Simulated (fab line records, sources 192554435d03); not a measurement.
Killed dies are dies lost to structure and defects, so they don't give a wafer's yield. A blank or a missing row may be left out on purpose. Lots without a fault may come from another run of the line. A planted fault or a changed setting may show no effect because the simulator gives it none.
Chamber matching | flow n5_finfet | N5_DUMMY_GATE_ETCH_32 on rie_si-01: 4 sister chambers
The step etches SiO2 in CF4, target depth 3.5 nm, time 3.9 s. 4 wafers are shown with their chamber, then 10 later ones without.

WAFERS WITH THEIR CHAMBER
wafer  | chamber | drypump_motor_current_A (A)
L087.3 | 0       | 6.4
L087.6 | 3       | 5.3
L088.1 | 1       | 5.2
L088.2 | 2       | 5.5

WAFERS WITHOUT THEIR CHAMBER
wafer  | drypump_motor_current_A (A)
L088.4 | 5.2
L089.1 | 5.5
L089.4 | 6.5
L089.6 | 5.3
L096.2 | 5.3
L096.3 | 6.5
L096.4 | 5.5
L097.2 | 5.6
L097.3 | 5.2
L097.6 | 5.3

WHICH CHAMBER EACH WENT THROUGH
wafer  | from the rows above     | in truth
L088.4 | can't be placed: 1 or 3 | 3
L089.1 | 2                       | 2
L089.4 | 0                       | 0
L089.6 | can't be placed: 3 or 1 | 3
L096.2 | can't be placed: 3 or 1 | 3
L096.3 | 0                       | 0
L096.4 | 2                       | 2
L097.2 | 2                       | 2
L097.3 | can't be placed: 1 or 3 | 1
L097.6 | can't be placed: 3 or 1 | 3
Placed correctly: 5 of 10. Can't be placed from these rows: 5 (the true chamber is among the candidates in 5). Placed wrongly: 0.
How it was worked out, from the rows above alone: a wafer's distance from a chamber is the root of the sum, over the readings, of the square of ((its reading less the chamber's mean) divided by the reading's scatter). The wafer belongs to the nearest chamber; if the next one is less than 2 further off, it can't be placed. A chamber's mean is the mean of its shown wafers. The scatter: with one shown wafer a chamber, the root of the mean of the squares of how far each hidden wafer lies from its nearest shown one.
